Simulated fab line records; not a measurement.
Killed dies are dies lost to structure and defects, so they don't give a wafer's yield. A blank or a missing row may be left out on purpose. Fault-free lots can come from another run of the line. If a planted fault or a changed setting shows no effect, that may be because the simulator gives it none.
Chamber matching	flow n5-finfet	N5_BEOL_M5_PRE_CLEAN_77 on cvd-co-02 has 3 sister chambers
The step time 15 s. 33 wafers are shown with their chamber, then 12 later ones without.

WAFERS, EACH WITH ITS CHAMBER
wafer	chamber	heater-power-w (W)
L074.3	1	125
L074.4	1	124
L074.5	0	100
L076.4	1	122
L076.5	0	102
L076.6	2	82
L077.2	2	83
L077.3	1	120
L077.4	0	99
L075.2	2	81
L075.5	2	82
L075.6	0	102
L081.2	1	122
L081.3	2	82
L081.5	0	100
L082.2	0	101
L082.4	2	84
L082.5	1	127
L083.2	2	82
L083.3	0	101
L083.6	1	124
L085.3	0	106
L085.4	1	127
L085.5	2	83
L088.1	2	82
L088.2	1	127
L088.3	0	101
L087.3	0	103
L087.5	0	104
L087.6	1	125
L089.1	2	83
L089.3	1	125
L089.6	0	103

SIGNATURES (means of the wafers above)
reading	chamber 0	chamber 1	chamber 2	scatter within a chamber
heater-power-w	101.83	124.36	82.40	1.83
Rule: a wafer's distance from a chamber is the root of the sum, over the readings, of the square of ((its reading less the chamber's mean) divided by the reading's scatter). If the next closest chamber is less than 2 further off than the closest, the wafer can't be placed; otherwise it belongs to the closest. How the scatter is found: for the shown wafers, subtract from each reading the mean of its chamber, square and add these, divide the total by (wafers less chambers), then take the root.

WAFERS WITH NO CHAMBER GIVEN
wafer	heater-power-w (W)
L091.1	82
L091.3	101
L091.4	128
L090.2	127
L090.3	101
L090.6	124
L092.1	128
L092.3	84
L092.6	125
L096.1	102
L096.3	83
L096.4	82

EACH ONE'S CHAMBER
wafer	from the rows above	in truth
L091.1	2	2
L091.3	0	0
L091.4	1	1
L090.2	1	1
L090.3	0	0
L090.6	1	1
L092.1	1	1
L092.3	2	2
L092.6	1	1
L096.1	0	0
L096.3	2	2
L096.4	2	2
12 of 12 placed correctly. Can't be placed from these rows: 0. Wrongly placed: 0.
